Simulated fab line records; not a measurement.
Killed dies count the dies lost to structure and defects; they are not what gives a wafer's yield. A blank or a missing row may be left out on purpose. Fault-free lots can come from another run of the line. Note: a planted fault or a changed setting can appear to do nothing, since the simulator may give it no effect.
fab line records	flow nand_harc
record: lots: 11	wafers: 33	last_day: 33
route steps=1302 shown A_CHANNEL_HOLE_D1@463 END@1302
lots that met no fault: taken from a fault-free run of the same line
start_h: the number of hours between the record's first day and the start of the first shown wafer of the lot	wait_h: time in hours since the lot's previous step	" identical to the entry in the row above	L1.1+2: a single row standing in for several wafers	- either no value or no given start	* or withheld: withheld	< > ~ a bound
route shown NAME@n: names a module that has steps shown in the file, with the first one's number in the route	usual: mean and standard deviation over wafers with no fault	same: alike in all rows	chamber/n: place in a boat	sites: readings site by site	_std_site: the standard deviation of these	_edge_site: mean of outer sites minus mean of inner sites	radius_mm: for every site, how far away it sits from the centre of the wafer	mask NAME#n: copy n	behind: the tool/chamber that last shaped the wafer	hold: what put the lot on hold/how long, in hours/how the hold closed	device: which transistor (n, p or np) failed to switch	end of line: at the end of the route, the tests of the same wafers	where a step has no rows: the recipe by itself	killed: dies lost to structure and defects at the first sort, not the wafer's yield	map: the dies of a wafer, with x for killed, . for not killed, _ for no die there
set.NAME: the setting the step ran with; set.NAME@STEP: the setting that earlier step ran with	model.NAME: the simulator's own value behind a step, which no gauge read
route steps across a sampled set of lots; one table per step, one row per wafer
services: a tool's chamber out of use, with start hour (start_h, from the record's first day; less than 0 if before it), hours out, and reason
== steps ==
step: NHARC_A_CHANNEL_HOLE_D1_OVL_MEAS_11
usual: overlay_x_nm: 0.2/0.92	overlay_y_nm: 0.4/0.75
lot.wafer	tool	chamber	start_h	wait_h	overlay_x_nm	overlay_y_nm
L333.2	overlay-01	-	187.49	-	1.3	1.6
L333.3	"	-	"	"	0.9	1.1
L333.4	"	-	"	"	1.2	0.9
L339.3	overlay-02	-	233.81	-	-0.1	0.5
L339.4	"	-	"	"	-0.8	1.2
L339.6	"	-	"	"	-0.3	0.9
L338.2	overlay-01	-	234.25	-	1.7	-0.2
L338.4	"	-	"	"	1.4	0.1
L338.5	"	-	"	"	0.7	-0.1
L340.4	overlay-01	-	257.07	-	1.2	0.4
L340.5	"	-	"	"	1.4	0.7
L340.6	"	-	"	"	1.2	0.5
L348.1	overlay-01	-	335.21	-	0.4	-0.2
L348.2	"	-	"	"	0.5	0.1
L348.3	"	-	"	"	0.1	0.4
L349.1	overlay-02	-	335.80	-	-0.4	0.0
L349.3	"	-	"	"	-1.1	0.1
L349.4	"	-	"	"	-0.4	0.0
L350.1	overlay-02	-	356.55	-	-0.5	0.2
L350.3	"	-	"	"	-0.5	0.1
L350.5	"	-	"	"	-0.7	0.5
L351.1	overlay-01	-	356.80	-	0.8	-0.4
L351.2	"	-	"	"	0.7	-0.1
L351.4	"	-	"	"	0.6	0.0
L352.1	overlay-01	-	363.40	-	-1.1	-0.1
L352.3	"	-	"	"	-1.2	-0.6
L352.5	"	-	"	"	-1.4	0.2
L354.1	overlay-01	-	392.50	-	2.3	1.0
L354.3	"	-	"	"	2.4	1.1
L354.4	"	-	"	"	1.6	1.4
L356.1	overlay-02	-	405.12	-	0.4	1.9
L356.5	"	-	"	"	0.6	1.5
L356.6	"	-	"	"	0.3	1.5
step: NHARC_A_CHANNEL_HOLE_D1_ETCH_16
recipe: target_depth_a: 31000	over_etch_frac: 0.3	time_s: 806	ion_energy_ev: 150	o2_flow_sccm: 400	cos_flow_sccm: 20	ar_flow_sccm: 0	rf_w: 500	bias_w: 300	chemistry: O2/COS
usual: bias_w: 300.0/0.89	chamber_pressure_mTorr: 20.001/0.02	drypump_motor_current_A: 5.9/0.47	oes_product_au: 1.004/0.014	rf_fwd_power_W: 499.3/1.6	rf_vpp_V: 314.7/1.2	showerhead_plenum_p_Torr: 3.16/0.062	throttle_valve_pct: 28.329/0.0087
lot.wafer	tool	chamber	start_h	wait_h	bias_w	chamber_pressure_mTorr	drypump_motor_current_A	oes_product_au	rf_fwd_power_W	rf_hours_counter_h	rf_vpp_V	showerhead_plenum_p_Torr	throttle_valve_pct
L333.4	rie_diel-09	3	188.28	-	300.4	19.982	6.6	0.994	499.2	12	315.0	3.27	28.335
L333.3	"	0	"	"	299.7	20.000	5.3	1.026	499.6	13	313.4	3.16	28.334
L333.2	"	1	"	"	298.8	20.011	5.5	0.996	499.1	15	316.0	3.28	28.325
L339.4	rie_diel-07	3	234.55	-	-	-	-	-	-	-	-	-	-
L339.3	"	0	"	"	-	-	-	-	-	-	-	-	-
L339.6	"	2	"	"	-	-	-	-	-	-	-	-	-
L338.2	rie_diel-12	3	234.93	-	-	-	-	-	-	-	-	-	-
L338.4	"	0	"	"	-	-	-	-	-	-	-	-	-
L338.5	"	2	"	"	-	-	-	-	-	-	-	-	-
L340.4	rie_diel-09	1	257.69	-	-	-	-	-	-	-	-	-	-
L340.6	"	1	"	"	-	-	-	-	-	-	-	-	-
L340.5	"	2	"	"	-	-	-	-	-	-	-	-	-
L348.1	rie_diel-07	1	335.95	-	300.5	20.049	5.4	1.019	497.4	3	315.4	3.16	28.342
L348.3	"	3	"	"	301.1	19.984	5.9	0.998	499.1	3	315.4	3.16	28.327
L348.2	"	0	"	"	300.6	19.987	5.6	1.025	498.8	3	315.9	3.21	28.318
L349.3	rie_diel-12	1	336.48	-	300.0	19.989	6.1	1.034	500.3	15	313.6	3.06	28.326
L349.4	"	3	"	"	301.0	20.053	5.4	1.006	498.0	21	314.3	3.09	28.331
L349.1	"	0	"	"	299.1	20.022	6.8	0.998	499.4	21	311.4	2.95	28.344
L350.3	rie_diel-09	0	357.18	-	300.4	20.026	5.3	0.979	503.3	12	314.9	3.13	28.331
L350.1	"	1	"	"	300.1	20.017	5.5	0.996	497.5	4	316.4	3.26	28.336
L350.5	"	0	"	"	302.0	20.026	5.3	0.980	499.8	-	314.9	3.13	28.321
L351.4	rie_diel-07	1	357.43	-	300.1	20.011	5.4	1.017	499.3	5	315.5	3.16	28.330
L351.1	"	2	"	"	299.6	20.001	6.6	1.009	502.1	4	314.5	3.15	28.336
L351.2	"	0	"	"	301.6	19.985	5.5	1.017	501.0	5	314.8	3.21	28.327
L352.3	rie_diel-09	0	364.08	-	299.5	20.013	5.4	0.989	501.7	14	314.6	3.13	28.340
L352.1	"	1	"	"	300.8	20.003	5.6	1.005	500.3	6	315.5	3.26	28.336
L352.5	"	0	"	"	300.5	19.987	5.3	0.991	501.3	-	316.3	3.13	28.318
L354.3	rie_diel-07	1	393.18	-	299.4	19.973	5.4	1.018	497.8	6	315.3	3.16	28.322
L354.1	"	2	"	"	300.9	19.970	6.6	1.002	497.4	6	313.7	3.15	28.335
L354.4	"	3	"	"	300.5	20.004	5.9	0.998	497.8	7	315.4	3.16	28.326
L356.1	rie_diel-07	2	405.92	-	298.7	19.976	6.6	1.007	498.5	7	313.6	3.15	28.327
L356.6	"	3	"	"	299.4	19.984	5.9	0.987	500.3	-	315.5	3.16	28.329
L356.5	"	0	"	"	300.4	20.019	5.5	1.028	499.1	-	314.3	3.21	28.327
step: NHARC_A_CHANNEL_HOLE_D1_ETCH_21
recipe: bias_v: 3000	source_w: withheld	pressure_mtorr: 20	time_s: 514.3	ar_flow_sccm: 375	c4f8_flow_sccm: 89.3	o2_flow_sccm: 35.7	temp_c: -20	target_depth_a: 16000	chemistry: C4F8/O2/Ar
usual: c4f8_flow_sccm: 89.27/0.27	chamber_pressure_mTorr: 20.000/0.017	drypump_motor_current_A: 5.6/0.58	showerhead_plenum_p_Torr: 3.706/0.025	throttle_valve_pct: 32.154/0.0092
lot.wafer	tool	chamber	start_h	wait_h	c4f8_flow_sccm	chamber_pressure_mTorr	drypump_motor_current_A	rf_hours_counter_h	showerhead_plenum_p_Torr	throttle_valve_pct
L333.2	har_etch-01	0	191.44	0.3	89.08	20.007	5.6	88	3.734	32.165
L333.3	"	0	"	"	88.89	19.974	5.6	-	3.734	32.161
L333.4	"	1	"	"	89.52	19.976	5.7	-	3.734	32.172
L339.4	har_etch-02	1	235.66	0.3	89.13	19.992	4.8	-	3.715	32.149
L339.3	"	0	"	"	89.17	20.000	6.4	-	3.750	32.174
L339.6	"	0	"	"	88.45	19.957	6.4	-	3.751	32.164
L338.2	har_etch-01	1	235.95	0.3	89.82	19.986	5.7	112	3.722	32.157
L338.4	"	0	"	"	89.66	20.003	5.7	-	3.721	32.154
L338.5	"	1	"	"	89.41	19.993	5.7	-	3.721	32.158
L340.4	har_etch-01	0	258.98	0.3	89.58	19.994	5.6	-	3.717	32.152
L340.5	"	1	"	"	89.32	19.968	5.7	-	3.717	32.154
L340.6	"	0	"	"	89.04	19.989	5.6	-	3.718	32.168
L348.2	har_etch-01	0	341.76	0.3	89.12	20.011	5.6	173	3.688	32.149
L348.1	"	1	"	"	89.62	20.011	5.8	173	3.688	32.166
L348.3	"	0	"	"	88.50	19.994	5.6	-	3.688	32.162
L349.1	har_etch-02	1	344.03	0.3	89.57	20.008	4.8	390	3.680	32.159
L349.3	"	0	"	"	88.68	19.995	6.4	-	3.723	32.161
L349.4	"	1	"	"	89.47	19.988	4.8	-	3.680	32.164
L350.1	har_etch-02	0	358.32	0.3	89.74	19.985	6.4	386	3.717	32.143
L350.3	"	1	"	"	89.46	20.014	4.8	-	3.674	32.147
L350.5	"	0	"	"	89.22	19.983	6.4	-	3.717	32.144
L351.1	har_etch-01	1	358.77	0.3	89.20	19.979	5.7	188	3.680	32.143
L351.2	"	0	"	"	89.15	19.993	5.7	188	3.680	32.155
L351.4	"	0	"	"	89.33	20.018	5.6	-	3.680	32.148
L352.1	har_etch-01	1	365.17	0.3	89.40	19.987	5.7	192	3.678	32.149
L352.3	"	0	"	"	89.43	19.993	5.7	-	3.678	32.159
L352.5	"	1	"	"	89.23	20.010	5.7	-	3.678	32.147
L354.1	har_etch-01	0	399.99	0.3	88.95	19.984	5.7	207	3.669	32.153
L354.4	"	1	"	"	89.42	20.001	5.7	-	3.669	32.161
L354.3	"	0	"	"	88.99	19.991	5.7	-	3.669	32.166
L356.1	har_etch-02	0	410.69	0.3	89.19	20.004	6.4	16	3.702	32.175
L356.5	"	0	"	"	89.14	19.988	6.4	-	3.702	32.159
L356.6	"	1	"	"	89.94	20.040	4.8	-	3.659	32.161
step: NHARC_A_CHANNEL_HOLE_D1_STRIP_27
recipe: o2_flow_sccm: 500	ar_flow_sccm: 0	bias_w: 0	chemistry: O2
usual: drypump_motor_current_A: 5.9/0.48	oes_product_au: 1.003/0.015	rf_vpp_V: 57.8/0.84	showerhead_plenum_p_Torr: 3.56/0.07	throttle_valve_pct: 17.035/0.0083
lot.wafer	tool	chamber	start_h	wait_h	drypump_motor_current_A	oes_product_au	rf_hours_counter_h	rf_vpp_V	showerhead_plenum_p_Torr	throttle_valve_pct
L333.2	rie_diel-07	3	-	-	5.9	0.983	6	58.4	3.58	17.041
L333.3	"	0	"	"	5.6	1.016	6	57.7	3.63	17.039
L333.4	"	1	"	"	5.4	1.000	6	57.6	3.58	17.035
L339.3	rie_diel-09	3	-	-	6.6	1.004	27	58.0	3.68	17.047
L339.4	"	0	"	"	5.4	1.015	25	57.4	3.56	17.033
L339.6	"	0	"	"	5.4	1.016	-	57.7	3.56	17.039
L338.4	rie_diel-12	3	-	-	5.4	0.987	36	57.5	3.51	17.049
L338.2	"	1	"	"	6.1	0.997	30	58.8	3.47	17.019
L338.5	"	2	"	"	5.9	1.014	-	57.1	3.50	17.036
L340.4	rie_diel-07	1	-	-	5.4	1.014	11	57.8	3.57	17.031
L340.6	"	3	"	"	5.9	0.981	-	58.5	3.58	17.028
L340.5	"	0	"	"	5.6	1.009	-	59.0	3.63	17.032
L348.3	rie_diel-07	0	-	-	5.6	1.016	4	58.2	3.63	17.048
L348.2	"	2	"	"	6.6	1.003	3	58.2	3.56	17.032
L348.1	"	3	"	"	5.9	0.984	4	56.7	3.57	17.030
L349.3	rie_diel-12	3	-	-	5.3	1.007	24	58.5	3.49	17.053
L349.1	"	1	"	"	6.2	1.018	17	58.1	3.46	17.034
L349.4	"	2	"	"	5.9	1.028	-	55.7	3.48	17.021
L350.1	rie_diel-09	2	-	-	5.5	1.004	10	58.3	3.59	17.043
L350.3	"	0	"	"	5.3	0.994	13	56.4	3.54	17.030
L350.5	"	2	"	"	5.5	1.003	-	57.7	3.59	17.029
L351.4	rie_diel-07	3	-	-	5.9	0.994	5	58.6	3.57	17.032
L351.1	"	0	"	"	5.6	1.017	5	57.0	3.63	17.038
L351.2	"	1	"	"	5.4	1.014	5	57.2	3.57	17.026
L352.3	rie_diel-07	1	-	-	5.4	1.029	6	58.4	3.57	17.019
L352.1	"	3	"	"	5.9	0.991	6	57.4	3.57	17.044
L352.5	"	2	"	"	6.6	1.003	-	59.1	3.56	17.022
L354.4	rie_diel-07	2	-	-	6.6	0.989	7	58.5	3.56	17.041
L354.3	"	0	"	"	5.6	1.008	7	57.4	3.62	17.037
L354.1	"	1	"	"	5.4	1.012	8	59.4	3.57	17.030
L356.1	rie_diel-07	3	-	-	5.9	0.987	9	57.8	3.57	17.034
L356.6	"	3	"	"	5.9	0.988	-	57.5	3.57	17.038
L356.5	"	0	"	"	5.5	1.025	-	56.0	3.62	17.029
step: NHARC_END_SORT_01
recipe: temp_c: 25
usual: killed_at_array: 59/21	killed_at_other: 1.0/1.1	killed_at_periphery: 4.0/2.6	killed_dies: 64/21	killed_open: 3.2/1.7	killed_short: 2.5/1.5
same: gross_dies: 677
lot.wafer	tool	chamber	start_h	wait_h	hold	killed_at_array	killed_at_other	killed_at_periphery	killed_dies	killed_open	killed_short
L333.2	prober-02	0	594.43	2.8	-	19	0	2	21	3	0
L333.3	prober-02	0	595.21	3.1	-	29	0	6	35	3	4
L333.4	prober-02	0	595.99	3.4	-	28	2	3	33	4	2
L338.2	prober-01	0	630.15	2.8	await_dispo/1.5h/scrap	676	0	1	677	5	2
L338.4	prober-01	0	631.74	3.4	await_dispo/1.5h/scrap	674	1	2	677	4	0
L338.5	prober-01	0	632.53	3.7	await_dispo/1.5h/scrap	673	0	4	677	1	3
L339.3	prober-01	0	638.70	3.1	await_dispo/2.7h/scrap	674	0	3	677	5	1
L339.4	prober-01	0	639.51	3.4	await_dispo/2.7h/scrap	675	0	2	677	2	2
L339.6	prober-01	0	641.11	4.0	await_dispo/2.7h/scrap	671	0	6	677	3	3
L340.4	prober-02	0	642.45	3.4	await_dispo/2.2h/scrap	674	0	3	677	3	2
L340.5	prober-02	0	643.23	3.7	await_dispo/2.2h/scrap	675	1	1	677	3	2
L340.6	prober-02	0	644.02	3.9	await_dispo/2.2h/scrap	676	0	1	677	1	0
L349.1	prober-02	0	705.66	2.5	-	45	0	3	48	3	0
L349.3	prober-02	0	707.29	3.1	-	53	1	6	60	3	1
L349.4	prober-02	0	708.10	3.4	-	60	1	5	66	2	2
L348.1	prober-02	0	713.55	2.5	-	68	0	2	70	2	3
L348.2	prober-02	0	714.36	2.8	-	71	3	3	77	4	4
L348.3	prober-02	0	715.17	3.1	-	66	5	6	77	4	3
L351.1	prober-01	0	752.22	2.5	-	59	1	5	65	6	2
L351.2	prober-01	0	753.00	2.7	-	59	1	6	66	4	1
L351.4	prober-01	0	754.57	3.3	-	57	0	3	60	5	6
L350.1	prober-01	0	764.43	2.5	-	110	3	5	118	4	4
L350.3	prober-01	0	766.01	3.1	-	97	1	0	98	4	1
L350.5	prober-01	0	767.60	3.7	-	88	0	8	96	0	1
L352.1	prober-02	0	764.97	2.5	-	63	0	4	67	4	5
L352.3	prober-02	0	766.56	3.1	-	62	0	0	62	1	1
L352.5	prober-02	0	768.15	3.7	-	56	2	4	62	5	5
L354.1	prober-01	0	774.19	2.5	-	61	1	8	70	3	5
L354.3	prober-01	0	775.78	3.1	-	59	0	4	63	3	2
L354.4	prober-01	0	776.58	3.4	-	62	1	5	68	6	1
L356.1	prober-01	0	782.04	2.6	-	47	1	4	52	3	3
L356.5	prober-01	0	785.20	3.7	-	56	1	3	60	1	3
L356.6	prober-01	0	786.00	4.0	-	50	0	1	51	3	1
killed by level:class
L333.2 A_CHANNEL_HOLE_D2:chamber_film_flake=8 A_CHANNEL_FILL_D2:chamber_film_flake=4 A_STAIRCASE:chamber_film_flake=2 P_CONTACT:geometric_particle:open=1 A_CHANNEL_FILL_D1:geometric_particle:open=1 A_WL_FILL:geometric_particle:open=1 P_GATE:chamber_film_flake=1 A_DECK1_JOINT:chamber_film_flake=1
L333.3 A_CHANNEL_HOLE_D2:chamber_film_flake=12 P_M1:chamber_film_flake=4 A_CHANNEL_FILL_D1:geometric_particle:short=2 A_CHANNEL_HOLE_D1:chamber_film_flake=2 A_DECK1_JOINT:chamber_film_flake=2 A_CHANNEL_FILL_D2:chamber_film_flake=2 A_STAIRCASE:chamber_film_flake=2 A_CONTACT:chamber_film_flake=2
L333.4 A_CHANNEL_HOLE_D2:chamber_film_flake=7 A_STAIRCASE:chamber_film_flake=6 P_M1:chamber_film_flake=2 A_DECK1_JOINT:chamber_film_flake=2 A_CHANNEL_FILL_D2:chamber_film_flake=2 THIN_TSV:chamber_film_flake=2 P_GATE:geometric_particle:open=1 A_DECK1_JOINT:geometric_particle:short=1
L338.2 A_CHANNEL_HOLE_D1:area_etch=620 A_SLIT:chamber_film_flake=23 A_CHANNEL_HOLE_D2:chamber_film_flake=12 A_CONTACT:chamber_film_flake=7 A_CHANNEL_HOLE_D1:chamber_film_flake=3 A_STAIRCASE:chamber_film_flake=3 A_ONON_D1:geometric_particle:open=2 A_CHANNEL_HOLE_D1:geometric_particle:short=1
L338.4 A_CHANNEL_HOLE_D1:area_etch=621 A_SLIT:chamber_film_flake=25 A_CHANNEL_HOLE_D2:chamber_film_flake=9 A_CONTACT:chamber_film_flake=5 A_M1:chamber_film_flake=4 A_CHANNEL_HOLE_D1:chamber_film_flake=3 A_M1:geometric_particle:open=2 A_STAIRCASE:chamber_film_flake=2
L338.5 A_CHANNEL_HOLE_D1:area_etch=622 A_SLIT:chamber_film_flake=22 A_CHANNEL_HOLE_D2:chamber_film_flake=8 A_CONTACT:chamber_film_flake=7 A_CHANNEL_HOLE_D1:chamber_film_flake=4 P_GATE:chamber_film_flake=3 A_STAIRCASE:chamber_film_flake=2 A_M1:chamber_film_flake=2
L339.3 A_CHANNEL_HOLE_D1:area_etch=616 A_CHANNEL_HOLE_D1:chamber_film_flake=23 A_CHANNEL_HOLE_D2:chamber_film_flake=19 A_STAIRCASE:chamber_film_flake=3 P_ZERO_WELL:chamber_film_flake=2 A_ZERO_WELL:chamber_film_flake=2 A_WL_FILL:chamber_film_flake=2 P_M2:geometric_particle:open=1
L339.4 A_CHANNEL_HOLE_D1:area_etch=613 A_CHANNEL_HOLE_D2:chamber_film_flake=27 A_CHANNEL_HOLE_D1:chamber_film_flake=21 A_WL_FILL:chamber_film_flake=3 A_CHANNEL_FILL_D2:geometric_particle:short=2 P_ZERO_WELL:chamber_film_flake=2 A_STAIRCASE:chamber_film_flake=2 A_ONON_D2:geometric_particle:open=1
L339.6 A_CHANNEL_HOLE_D1:area_etch=621 A_CHANNEL_HOLE_D2:chamber_film_flake=19 A_CHANNEL_HOLE_D1:chamber_film_flake=18 P_CONTACT:chamber_film_flake=4 A_WL_FILL:chamber_film_flake=3 A_STAIRCASE:chamber_film_flake=2 A_ONON_D1:geometric_particle:short=1 A_CHANNEL_FILL_D1:geometric_particle:short=1
L340.4 A_CHANNEL_HOLE_D1:area_etch=594 A_SLIT:chamber_film_flake=33 A_CHANNEL_HOLE_D2:chamber_film_flake=32 A_CHANNEL_HOLE_D1:chamber_film_flake=6 A_WL_FILL:chamber_film_flake=2 P_CONTACT:geometric_particle:open=1 A_ONON_D1:geometric_particle:short=1 A_ONON_D2:geometric_particle:open=1
L340.5 A_CHANNEL_HOLE_D1:area_etch=607 A_CHANNEL_HOLE_D2:chamber_film_flake=30 A_SLIT:chamber_film_flake=28 A_STAIRCASE:chamber_film_flake=4 A_ONON_D1:geometric_particle:open=1 A_CHANNEL_FILL_D1:geometric_particle:open=1 A_ONON_D2:geometric_particle:short=1 A_CHANNEL_FILL_D2:geometric_particle:short=1
L340.6 A_CHANNEL_HOLE_D1:area_etch=611 A_CHANNEL_HOLE_D2:chamber_film_flake=30 A_SLIT:chamber_film_flake=26 A_STAIRCASE:chamber_film_flake=4 A_CHANNEL_HOLE_D1:chamber_film_flake=3 P_M0:geometric_particle:open=1 A_ZERO_WELL:chamber_film_flake=1 A_CONTACT:chamber_film_flake=1
L349.1 A_CHANNEL_HOLE_D1:chamber_film_flake=28 A_STAIRCASE:chamber_film_flake=6 P_STI:chamber_film_flake=2 A_SLIT:chamber_film_flake=2 A_CONTACT:chamber_film_flake=2 A_CHANNEL_FILL_D1:geometric_particle:open=1 A_CHANNEL_FILL_D2:geometric_particle:open=1 A_M0:geometric_particle:open=1
L349.3 A_CHANNEL_HOLE_D1:chamber_film_flake=25 A_CONTACT:chamber_film_flake=11 A_STAIRCASE:chamber_film_flake=4 P_GATE:chamber_film_flake=3 A_SLIT:chamber_film_flake=3 P_STI:chamber_film_flake=2 A_DECK1_JOINT:chamber_film_flake=2 A_M1:chamber_film_flake=2
L349.4 A_CHANNEL_HOLE_D1:chamber_film_flake=39 A_CONTACT:chamber_film_flake=9 A_SLIT:chamber_film_flake=3 P_STI:chamber_film_flake=2 P_GATE:chamber_film_flake=2 A_WL_FILL:chamber_film_flake=2 A_M1:chamber_film_flake=2 P_CONTACT:geometric_particle:short=1
L348.1 A_SLIT:chamber_film_flake=30 A_CHANNEL_HOLE_D2:chamber_film_flake=11 A_CHANNEL_HOLE_D1:chamber_film_flake=10 A_STAIRCASE:chamber_film_flake=8 A_BLC:chamber_film_flake=2 P_CONTACT:geometric_particle:open=1 P_M2:geometric_particle:open=1 A_ONON_D1:geometric_particle:short=1
L348.2 A_SLIT:chamber_film_flake=32 A_CHANNEL_HOLE_D2:chamber_film_flake=12 A_STAIRCASE:chamber_film_flake=7 A_CHANNEL_HOLE_D1:chamber_film_flake=6 A_CONTACT:chamber_film_flake=4 A_CHANNEL_FILL_D2:geometric_particle:open=2 P_STI:chamber_film_flake=2 A_CHANNEL_FILL_D1:chamber_film_flake=2
L348.3 A_SLIT:chamber_film_flake=31 A_CHANNEL_HOLE_D2:chamber_film_flake=17 A_CHANNEL_HOLE_D1:chamber_film_flake=5 A_CHANNEL_FILL_D1:chamber_film_flake=5 THIN_TSV:chamber_film_flake=5 P_CONTACT:geometric_particle:open=2 A_STAIRCASE:chamber_film_flake=2 P_GATE:geometric_particle:short=1
L351.1 A_CHANNEL_HOLE_D2:chamber_film_flake=23 A_CHANNEL_HOLE_D1:chamber_film_flake=15 A_CONTACT:chamber_film_flake=6 A_SLIT:chamber_film_flake=4 A_CHANNEL_FILL_D1:geometric_particle:open=2 P_STI:chamber_film_flake=2 A_WL_FILL:chamber_film_flake=2 P_CONTACT:geometric_particle:open=1
L351.2 A_CHANNEL_HOLE_D2:chamber_film_flake=25 A_CHANNEL_HOLE_D1:chamber_film_flake=18 A_SLIT:chamber_film_flake=7 A_CONTACT:chamber_film_flake=5 P_M1:chamber_film_flake=3 P_GATE:geometric_particle:open=1 P_CONTACT:geometric_particle:open=1 A_ONON_D2:geometric_particle:open=1
L351.4 A_CHANNEL_HOLE_D2:chamber_film_flake=22 A_CHANNEL_HOLE_D1:chamber_film_flake=11 A_SLIT:chamber_film_flake=6 A_CONTACT:chamber_film_flake=3 A_M0:geometric_particle:open=2 P_M1:chamber_film_flake=2 A_STAIRCASE:chamber_film_flake=2 P_M0:geometric_particle:open=1
L350.1 A_CHANNEL_HOLE_D1:chamber_film_flake=35 A_SLIT:chamber_film_flake=29 A_CHANNEL_HOLE_D2:chamber_film_flake=28 A_CONTACT:chamber_film_flake=7 THIN_TSV:chamber_film_flake=3 P_GATE:chamber_film_flake=2 P_CONTACT:geometric_particle:short=1 P_CONTACT:geometric_particle:open=1
L352.1 A_CHANNEL_HOLE_D2:chamber_film_flake=27 A_CHANNEL_HOLE_D1:chamber_film_flake=11 A_CONTACT:chamber_film_flake=6 A_SLIT:chamber_film_flake=5 A_STAIRCASE:chamber_film_flake=3 P_M0:geometric_particle:short=1 P_M2:geometric_particle:open=1 A_CHANNEL_HOLE_D1:geometric_particle:short=1
L350.3 A_SLIT:chamber_film_flake=34 A_CHANNEL_HOLE_D1:chamber_film_flake=28 A_CHANNEL_HOLE_D2:chamber_film_flake=22 A_CONTACT:chamber_film_flake=3 A_M0:geometric_particle:open=2 A_CHANNEL_FILL_D2:chamber_film_flake=2 A_STAIRCASE:chamber_film_flake=2 A_DECK1_JOINT:geometric_particle:open=1
L352.3 A_CHANNEL_HOLE_D2:chamber_film_flake=30 A_CHANNEL_HOLE_D1:chamber_film_flake=12 A_CONTACT:chamber_film_flake=7 A_SLIT:chamber_film_flake=5 A_STAIRCASE:chamber_film_flake=3 A_CHANNEL_FILL_D1:chamber_film_flake=2 A_CHANNEL_HOLE_D1:geometric_particle:short=1 A_BLC:geometric_particle:open=1
L350.5 A_SLIT:chamber_film_flake=31 A_CHANNEL_HOLE_D1:chamber_film_flake=27 A_CHANNEL_HOLE_D2:chamber_film_flake=20 A_CONTACT:chamber_film_flake=4 P_STI:chamber_film_flake=3 P_GATE:chamber_film_flake=3 A_STAIRCASE:chamber_film_flake=2 P_STI:geometric_particle:short=1
L352.5 A_CHANNEL_HOLE_D2:chamber_film_flake=20 A_CONTACT:chamber_film_flake=9 A_CHANNEL_HOLE_D1:chamber_film_flake=8 A_SLIT:chamber_film_flake=7 THIN_TSV:chamber_film_flake=2 P_GATE:geometric_particle:open=1 P_GATE:geometric_particle:short=1 A_SOURCE_PLATE:geometric_particle:short=1
L354.1 A_CHANNEL_HOLE_D2:chamber_film_flake=21 A_CHANNEL_HOLE_D1:chamber_film_flake=12 A_SLIT:chamber_film_flake=10 A_CONTACT:chamber_film_flake=9 P_GATE:chamber_film_flake=3 A_CHANNEL_FILL_D1:geometric_particle:short=2 P_M0:chamber_film_flake=2 A_STAIRCASE:chamber_film_flake=2
L354.3 A_CHANNEL_HOLE_D2:chamber_film_flake=23 A_CHANNEL_HOLE_D1:chamber_film_flake=17 A_SLIT:chamber_film_flake=7 A_CONTACT:chamber_film_flake=4 A_CHANNEL_FILL_D2:geometric_particle:open=2 P_M0:chamber_film_flake=2 A_STAIRCASE:chamber_film_flake=2 A_DECK1_JOINT:geometric_particle:short=1
L354.4 A_CHANNEL_HOLE_D2:chamber_film_flake=25 A_CHANNEL_HOLE_D1:chamber_film_flake=17 A_CONTACT:chamber_film_flake=7 A_SLIT:chamber_film_flake=4 A_STAIRCASE:chamber_film_flake=3 P_CONTACT:geometric_particle:open=2 A_CHANNEL_HOLE_D1:geometric_particle:open=1 A_CHANNEL_FILL_D1:geometric_particle:open=1
L356.1 A_CHANNEL_HOLE_D2:chamber_film_flake=27 A_SLIT:chamber_film_flake=7 A_CONTACT:chamber_film_flake=7 P_GATE:chamber_film_flake=3 P_GATE:geometric_particle:short=1 A_CHANNEL_FILL_D2:geometric_particle:short=1 A_WL_FILL:geometric_particle:short=1 A_M0:geometric_particle:open=1
L356.5 A_CHANNEL_HOLE_D2:chamber_film_flake=33 A_SLIT:chamber_film_flake=9 A_CONTACT:chamber_film_flake=7 A_STAIRCASE:chamber_film_flake=4 P_GATE:chamber_film_flake=2 P_M0:geometric_particle:short=1 A_ONON_D1:geometric_particle:short=1 A_CHANNEL_FILL_D2:geometric_particle:short=1
L356.6 A_CHANNEL_HOLE_D2:chamber_film_flake=27 A_SLIT:chamber_film_flake=8 A_DECK1_JOINT:chamber_film_flake=4 A_STAIRCASE:chamber_film_flake=3 A_CONTACT:chamber_film_flake=2 A_DECK1_JOINT:geometric_particle:open=1 A_ONON_D2:geometric_particle:short=1 A_CHANNEL_FILL_D2:geometric_particle:open=1
== services ==
tool	chamber	start_h	hours	kind
rie_diel-07	0	175.29	-	clean
rie_diel-07	1	175.29	-	clean
rie_diel-07	2	175.29	-	clean
rie_diel-07	3	175.29	-	clean
rie_diel-09	1	198.29	6.4	repair
rie_diel-07	0	199.79	-	clean
rie_diel-07	1	199.79	-	clean
rie_diel-07	2	199.79	-	clean
rie_diel-07	3	199.79	-	clean
rie_diel-07	0	224.29	-	clean
rie_diel-07	1	224.29	-	clean
rie_diel-07	3	242.33	4.4	repair
rie_diel-09	1	263.44	2.9	repair
rie_diel-12	-	272.16	9.0	pm
rie_diel-07	-	294.26	9.0	pm
rie_diel-09	1	319.43	1.2	repair
rie_diel-09	-	320.19	9.0	pm
rie_diel-07	2	333.61	8.0	repair
rie_diel-07	-	342.37	0.6	repair
rie_diel-12	0	343.12	11.2	repair
rie_diel-09	-	351.97	4.2	repair
rie_diel-07	-	361.37	0.7	repair
har_etch-02	-	377.00	17.0	pm
rie_diel-12	3	397.22	12.4	repair
== key ==
first_sign: step: NHARC_A_CHANNEL_HOLE_D1_ETCH_16	reading: tool_record	direction: missing
effect: step: NHARC_END_SORT_01	reading: killed_at_array	direction: up	sigmas: 29	usual: 59	struck: 674
more_kills_born_at: NHARC_A_CHANNEL_HOLE_D1_ETCH_16@rie_diel-12: 1863	NHARC_A_CHANNEL_HOLE_D1_ETCH_16@rie_diel-07: 1850	NHARC_A_CHANNEL_HOLE_D1_ETCH_16@rie_diel-09: 1812
met_at NHARC_A_CHANNEL_HOLE_D1_ETCH_16
struck_lots L338,L339,L340
later_rows_left_out L338.2,L338.4,L338.5,L339.3,L339.4,L339.6,L340.4,L340.5,L340.6
tester_left_out L338,L339,L340
not_acting_at NHARC_A_CHANNEL_HOLE_D1_OVL_MEAS_11,NHARC_A_CHANNEL_HOLE_D1_ETCH_21,NHARC_A_CHANNEL_HOLE_D1_STRIP_27
onset_between 188.28 234.55
fault: kind: skipped_step_whole	tool: rie_diel-07,rie_diel-09,rie_diel-12	chamber: -	onset_h: 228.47	steps: NHARC_A_CHANNEL_HOLE_D1_ETCH_16	scope: struck_lots_only
tester_left_out: of these lots the tester's yield and bins aren't shown, on N5 and GAA mostly nor the transistor test; their killed dies are dies lost to structure and defects alone, not to doping, threshold or leakage, so they don't give the yield
later_rows_left_out: the simulator's readings of these wafers behind a module that went badly wrong aren't trusted and aren't shown, but for the sort
